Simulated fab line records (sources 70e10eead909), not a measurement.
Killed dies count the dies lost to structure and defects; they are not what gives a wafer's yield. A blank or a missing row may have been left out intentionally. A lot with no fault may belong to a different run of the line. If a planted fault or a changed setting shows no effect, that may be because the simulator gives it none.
Which tool is to blame? ; flow nand_harc ; 72 wafers from 24 lots sampled at 6 of the route's 1159 steps

== WHAT THE GAUGES READ, wafer by wafer ==
NHARC_P_GATE_CD_MEAS_26: target cd 120 nm. Usual: 120.2 nm for cd_nm, sd 0.72.
lot;measured;on;cd_nm (nm);flag
L075;day 4 20:18;cd_sem-02;119.7 119.3 119.8;
L074;day 4 20:28;cd_sem-03;120.8 120.1 120.7;
L076;day 5 07:54;cd_sem-01;121.2 121.2 120.6;
L077;day 5 08:30;cd_sem-03;121.4 121.4 120.7;
L078;day 5 17:08;cd_sem-01;119.8 119.6 119.4;
L079;day 5 22:28;cd_sem-02;121.7 120.8 121.4;
L080;day 6 06:53;cd_sem-01;119.5 119.0 119.7;
L081;day 6 09:43;cd_sem-01;120.8 120.8 119.4;
L082;day 6 17:23;cd_sem-01;120.1 119.7 119.3;
L083;day 6 23:25;cd_sem-01;120.5 120.2 120.0;
L084;day 7 05:34;cd_sem-02;120.4 119.6 119.7;
L087;day 7 19:47;cd_sem-02;120.2 120.8 120.3;
L085;day 7 20:34;cd_sem-02;120.0 120.8 120.6;
L086;day 7 20:43;cd_sem-03;118.2 119.0 119.3;
L088;day 8 03:17;cd_sem-03;119.6 119.3 118.9;
L089;day 8 11:56;cd_sem-02;120.3 119.9 119.3;
L090;day 8 17:21;cd_sem-02;119.9 120.5 120.4;
L091;day 9 01:17;cd_sem-01;121.1 120.8 121.1;
L092;day 9 05:37;cd_sem-03;119.8 119.5 119.8;
L093;day 9 06:39;cd_sem-02;120.6 120.5 121.5;
L094;day 9 15:40;cd_sem-01;120.1 119.7 120.1;
L095;day 9 16:41;cd_sem-02;118.7 119.0 119.4;
L096;day 10 06:44;cd_sem-01;119.8 120.0 120.4;
L097;day 10 12:39;cd_sem-02;120.5 120.8 121.2;

NHARC_P_CONTACT_INSPECT_14. Usual: 3.9 for raw_defect_count, sd 2.4.
lot;measured;on;raw_defect_count;flag
L075;day 5 16:57;defect_inspect-02;4 3 6;
L074;day 5 17:14;defect_inspect-02;6 1 1;
L076;day 6 05:26;defect_inspect-01;3 1 0;
L077;day 6 05:57;defect_inspect-02;6 3 2;
L078;day 6 13:34;defect_inspect-02;9 5 3;
L079;day 6 18:46;defect_inspect-02;4 4 3;
L080;day 7 04:00;defect_inspect-01;4 4 5;
L081;day 7 05:51;defect_inspect-02;6 3 3;
L082;day 7 13:37;defect_inspect-02;2 4 12;
L083;day 7 20:15;defect_inspect-02;1 4 3;
L084;day 8 04:21;defect_inspect-02;4 1 4;
L087;day 8 16:18;defect_inspect-02;8 4 4;
L085;day 8 17:50;defect_inspect-02;0 10 2;
L086;day 8 20:51;defect_inspect-02;1 7 5;
L088;day 9 00:36;defect_inspect-01;5 2 1;
L089;day 9 08:38;defect_inspect-01;5 2 4;
L090;day 9 13:34;defect_inspect-01;8 5 3;
L091;day 10 00:31;defect_inspect-02;2 3 6;
L092;day 10 02:15;defect_inspect-01;4 4 1;
L093;day 10 06:40;defect_inspect-01;5 3 1;
L094;day 10 12:26;defect_inspect-02;5 2 8;
L095;day 10 13:20;defect_inspect-02;2 3 1;
L096;day 11 05:20;defect_inspect-01;6 1 1;
L097;day 11 12:01;defect_inspect-02;4 9 9;

NHARC_P_M0_OVL_MEAS_10: pitch 180 nm. Usual: overlay_x_nm -0.2 nm, standard deviation 0.77; overlay_y_nm -0.1 nm, standard deviation 0.71.
lot;measured;on;overlay_x_nm (nm);overlay_y_nm (nm);flag
L075;day 5 22:47;overlay-01;0.6 -0.1 0.1;0.1 0.1 0.1;
L074;day 5 23:21;overlay-01;0.3 -0.6 0.1;-0.1 0.1 -0.8;
L076;day 6 09:46;overlay-01;-0.3 0.1 0.6;0.2 -0.4 0.2;
L077;day 6 10:46;overlay-01;-2.0 -2.3 -1.9;0.4 -0.1 -0.6;
L078;day 6 20:20;overlay-02;0.3 0.4 0.0;-0.8 -0.6 -0.8;
L079;day 7 02:34;overlay-02;-0.9 -1.9 -1.1;0.3 1.4 0.6;
L080;day 7 08:19;overlay-01;1.1 0.0 0.6;0.7 0.9 0.9;
L081;day 7 11:28;overlay-01;-0.7 -0.5 -0.4;0.4 0.1 0.1;
L082;day 7 20:20;overlay-02;0.0 0.1 -0.5;-0.4 -0.7 -0.5;
L083;day 8 00:32;overlay-01;-0.3 -0.1 -0.3;1.1 0.1 0.5;
L084;day 8 18:05;overlay-01;0.8 0.2 0.2;-0.4 -0.1 -0.6;
L087;day 8 21:31;overlay-01;-0.5 -0.6 -0.6;-1.1 -0.7 -0.6;
L085;day 8 22:37;overlay-02;-0.3 -0.4 0.4;-0.7 -0.8 -0.3;
L086;day 9 04:06;overlay-02;-1.3 -0.8 -0.8;-0.3 -0.2 -0.3;
L088;day 9 06:01;overlay-02;0.0 -0.3 -0.6;0.2 -0.3 0.0;
L089;day 9 12:47;overlay-02;-0.2 -1.0 -0.7;1.7 1.9 1.5;
L090;day 10 01:15;overlay-01;0.6 1.2 0.8;-0.1 -0.1 -0.3;
L091;day 10 04:50;overlay-02;0.1 -0.2 -0.1;-1.9 -1.6 -2.0;
L092;day 10 07:23;overlay-01;0.7 0.0 0.7;-0.3 -0.1 0.0;
L093;day 10 10:44;overlay-01;0.1 0.8 0.3;-0.3 0.2 -0.1;
L094;day 10 19:20;overlay-01;-0.7 -1.5 -0.7;0.8 0.5 0.2;
L095;day 10 19:44;overlay-01;1.1 1.4 0.9;-0.6 -0.5 -0.6;
L096;day 11 09:21;overlay-01;0.7 0.5 0.5;-0.5 -1.4 -0.3;
L097;day 11 19:21;overlay-02;-0.4 -0.6 -0.4;-0.2 0.1 0.3;

== WHAT TOOL EACH LOT RAN ON (gives the tool, then ch and the chambers of the sampled wafers, and finally the start) ==
lot;NHARC_P_GATE_ETCH_32;NHARC_P_GATE_ALD_36;NHARC_P_GATE_DESCUM_93
L075;rie_si-04 ch 1,2, day 4 20:57;ald_sin-01 ch 0,3, day 4 21:45;rie_diel-13 ch 0,2,3, day 5 12:14
L074;rie_si-06 ch 0,1,2, day 4 21:12;ald_sin-02 ch 0,1, day 4 23:03;rie_diel-13 ch 0,2,3, day 5 12:35
L076;rie_si-06 ch 0,1, day 5 09:35;ald_sin-01 ch 1,2, day 5 10:34;rie_diel-06 ch 0,1, day 6 00:44
L077;rie_si-06 ch 1,2, day 5 10:10;ald_sin-02 ch 2,3, day 5 10:58;rie_diel-04 ch 0,1, day 6 01:07
L078;rie_si-03 ch 0,3, day 5 17:58;ald_sin-01 ch 0,1,3, day 5 18:46;rie_diel-04 ch 0,1,2, day 6 08:47
L079;rie_si-04 ch 0,3, day 5 23:22;ald_sin-03 ch 0,1, day 6 00:10;rie_diel-06 ch 0,1,3, day 6 14:04
L080;rie_si-03 ch 0,2,3, day 6 07:42;ald_sin-02 ch 0,2,3, day 6 08:30;rie_diel-04 ch 0,2,3, day 6 22:54
L081;rie_si-03 ch 0,1,2, day 6 10:24;ald_sin-01 ch 0,1,3, day 6 11:10;rie_diel-06 ch 0,2,3, day 7 01:04
L082;rie_si-04 ch 1,2,3, day 6 18:02;ald_sin-03 ch 0,1,2, day 6 18:50;rie_diel-04 ch 0,2,3, day 7 08:59
L083;rie_si-06 ch 0,1,2, day 7 00:05;ald_sin-02 ch 0,3, day 7 00:53;rie_diel-04 ch 2,3, day 7 15:21
L084;rie_si-03 ch 0,1,2, day 7 06:15;ald_sin-01 ch 1,3, day 7 09:52;rie_diel-04 ch 0,1, day 7 23:23
L087;rie_si-03 ch 0,1,3, day 7 20:28;ald_sin-03 ch 0,1,3, day 7 23:23;rie_diel-06 ch 1,3, day 8 11:35
L085;rie_si-04 ch 0,2,3, day 7 21:28;ald_sin-02 ch 0,3, day 7 23:22;rie_diel-04 ch 0,1,2, day 8 12:32
L086;rie_si-03 ch 0,1, day 7 21:32;ald_sin-01 ch 0,2, day 8 01:36;rie_diel-06 ch 0,1, day 8 16:02
L088;rie_si-06 ch 0,1, day 8 03:57;ald_sin-03 ch 1,2,3, day 8 05:50;rie_diel-13 ch 0,2,3, day 8 20:04
L089;rie_si-03 ch 1,2, day 8 12:35;ald_sin-02 ch 1,2,3, day 8 14:26;rie_diel-04 ch 1,3, day 9 03:40
L090;rie_si-03 ch 1,2,3, day 8 18:00;ald_sin-01 ch 1,2,3, day 8 19:52;rie_diel-04 ch 0,1,2, day 9 08:51
L091;rie_si-03 ch 0,1,2, day 9 02:39;ald_sin-01 ch 1,2,3, day 9 04:52;rie_diel-13 ch 0,3, day 9 19:53
L092;rie_si-04 ch 0,1,3, day 9 06:30;ald_sin-02 ch 0,3, day 9 08:20;rie_diel-13 ch 0,2,3, day 9 21:19
L093;rie_si-06 ch 0,1,2, day 9 07:18;ald_sin-01 ch 0,1,3, day 9 11:53;rie_diel-04 ch 1,2,3, day 10 02:07
L094;rie_si-03 ch 0,3, day 9 16:26;ald_sin-02 ch 1,2, day 9 18:20;rie_diel-04 ch 0,1,2, day 10 07:42
L095;rie_si-03 ch 2,3, day 9 17:20;ald_sin-01 ch 1,2, day 9 18:15;rie_diel-04 ch 2,3, day 10 08:12
L096;rie_si-03 ch 1,2,3, day 10 07:35;ald_sin-03 ch 2,3, day 10 11:11;rie_diel-04 ch 1,2, day 11 00:42
L097;rie_si-04 ch 0,1,3, day 10 13:21;ald_sin-03 ch 1,2, day 10 16:47;rie_diel-04 ch 1,3, day 11 07:17
- NHARC_P_GATE_ETCH_32: etches the open film in HBr/Cl2, target depth 150 nm, time 100.1 s.
- NHARC_P_GATE_ALD_36: deposits SiNx, target thk 20 nm, pulse time 60 s, ald cycles 223.
- NHARC_P_GATE_DESCUM_93: chemistry O2, time 3 s.

== WHAT THE TOOLS THEMSELVES READ (means of the sampled wafers that have a number; where no wafer has one, the mark that the record gives instead) ==
NHARC_P_GATE_ETCH_32. Usual: bias_w 100.02 W, standard deviation 0.27; drypump_motor_current_A 6.0 A, standard deviation 0.48; oes_product_au 1.003 a.u., standard deviation 0.011; throttle_valve_pct 26.406 %, standard deviation 0.0095.
lot;tool;bias_w (W);drypump_motor_current_A (A);oes_product_au (a.u.);throttle_valve_pct (%);flag
L075;rie_si-04;99.95;6.1;1.010;26.408;
L074;rie_si-06;100.17;5.7;0.985;26.410;
L076;rie_si-06;100.02;5.6;0.997;26.404;
L077;rie_si-06;99.77;5.9;0.985;26.411;
L078;rie_si-03;100.16;6.5;0.997;26.410;
L079;rie_si-04;100.34;6.5;1.013;26.413;
L080;rie_si-03;100.07;6.3;1.004;26.410;
L081;rie_si-03;100.15;5.9;1.005;26.401;
L082;rie_si-04;99.95;6.1;1.007;26.406;
L083;rie_si-06;100.04;5.7;0.998;26.414;
L084;rie_si-03;99.82;5.9;1.004;26.407;
L087;rie_si-03;99.56;6.1;1.009;26.409;
L085;rie_si-04;99.84;6.1;1.004;26.399;
L086;rie_si-03;100.25;5.7;1.007;26.408;
L088;rie_si-06;100.03;5.6;1.001;26.400;
L089;rie_si-03;100.01;5.6;1.021;26.397;
L090;rie_si-03;100.25;6.0;1.008;26.401;
L091;rie_si-03;99.97;5.9;1.008;26.396;
L092;rie_si-04;99.87;6.5;1.001;26.412;
L093;rie_si-06;100.17;5.7;1.001;26.404;
L094;rie_si-03;100.21;6.5;1.002;26.399;
L095;rie_si-03;99.88;6.4;0.997;26.409;
L096;rie_si-03;100.06;6.0;1.005;26.398;
L097;rie_si-04;100.20;6.5;1.000;26.398;

NHARC_P_GATE_ALD_36. Usual: heater_power_w 832 W, standard deviation 72; precursor_pulse_height_rel 0.999, standard deviation 0.019.
lot;tool;heater_power_w (W);precursor_pulse_height_rel;flag
L075;ald_sin-01;832;1.016;
L074;ald_sin-02;861;1.001;
L076;ald_sin-01;808;0.997;
L077;ald_sin-02;864;0.993;
L078;ald_sin-01;783;1.010;
L079;ald_sin-03;814;1.019;
L080;ald_sin-02;913;1.000;
L081;ald_sin-01;787;0.983;
L082;ald_sin-03;835;0.992;
L083;ald_sin-02;928;1.005;
L084;ald_sin-01;724;1.001;
L087;ald_sin-03;824;0.986;
L085;ald_sin-02;943;1.007;
L086;ald_sin-01;857;1.005;
L088;ald_sin-03;851;1.005;
L089;ald_sin-02;858;0.986;
L090;ald_sin-01;755;0.983;
L091;ald_sin-01;750;0.994;
L092;ald_sin-02;920;0.985;
L093;ald_sin-01;771;0.982;
L094;ald_sin-02;797;0.985;
L095;ald_sin-01;794;1.011;
L096;ald_sin-03;870;0.997;
L097;ald_sin-03;854;0.996;

NHARC_P_GATE_DESCUM_93. Usual: drypump_motor_current_A 5.8 A, standard deviation 0.45; o2_flow_sccm 200.1 sccm, standard deviation 0.58; oes_product_au 0.997 a.u., standard deviation 0.0086; rf_vpp_V 57.9 V, standard deviation 0.93; showerhead_plenum_p_Torr 1.92 Torr, standard deviation 0.091; throttle_valve_pct 11.312 %, standard deviation 0.0094.
lot;tool;drypump_motor_current_A (A);o2_flow_sccm (sccm);oes_product_au (a.u.);rf_vpp_V (V);showerhead_plenum_p_Torr (Torr);throttle_valve_pct (%);flag
L075;rie_diel-13;5.9;199.9;0.990;58.1;1.84;11.316;
L074;rie_diel-13;5.8;199.7;0.992;57.8;1.84;11.307;
L076;rie_diel-06;6.1;200.2;1.001;57.4;1.99;11.331;
L077;rie_diel-04;5.6;199.8;0.992;58.6;2.02;11.302;
L078;rie_diel-04;5.7;200.4;0.996;59.3;1.97;11.317;
L079;rie_diel-06;6.2;199.6;1.002;57.7;1.93;11.311;
L080;rie_diel-04;5.6;200.1;0.990;57.5;1.90;11.315;
L081;rie_diel-06;6.2;200.0;0.998;57.9;1.91;11.310;
L082;rie_diel-04;5.6;200.2;0.992;57.4;1.90;11.310;
L083;rie_diel-04;5.6;200.7;1.002;57.7;1.88;11.314;
L084;rie_diel-04;5.6;200.1;1.001;57.8;2.02;11.302;
L087;rie_diel-06;6.4;200.2;1.004;58.9;1.94;11.313;
L085;rie_diel-04;5.7;199.6;0.996;57.1;1.97;11.306;
L086;rie_diel-06;6.3;200.2;1.004;58.7;2.00;11.316;
L088;rie_diel-13;5.9;200.1;0.991;57.8;1.84;11.308;
L089;rie_diel-04;5.3;200.2;1.007;58.8;1.98;11.311;
L090;rie_diel-04;5.7;200.7;1.003;57.6;1.97;11.308;
L091;rie_diel-13;5.5;200.4;0.983;58.8;1.89;11.320;
L092;rie_diel-13;5.8;199.7;0.990;58.0;1.83;11.319;
L093;rie_diel-04;5.5;200.2;1.007;58.7;1.92;11.317;
L094;rie_diel-04;5.7;200.7;1.001;58.9;1.97;11.310;
L095;rie_diel-04;5.3;200.5;0.988;57.1;1.84;11.310;
L096;rie_diel-04;5.7;200.2;0.997;59.0;1.94;11.314;
L097;rie_diel-04;5.2;200.2;0.994;57.7;1.90;11.316;

== THE ANSWER, worked out from the rows above alone ==
Rule: take the mean of a lot's wafers that have a number; if it is more than 3 standard deviations from the usual mean, the lot is off. Also off: a lot with no number at a reading for which 4 or more lots have one. Any other lot the step has rows for is counted as sound. First the gauges in route order, then the tools' own readings, where a lot's mean is used as printed above. The first step at which some lot is off is used, and at that step the reading that is off furthest; a lot without a number counts as furthest.
No lot is off on any of the readings shown, so nothing can be concluded from this.

== WHAT WAS PUT IN BY THE SIMULATOR ==
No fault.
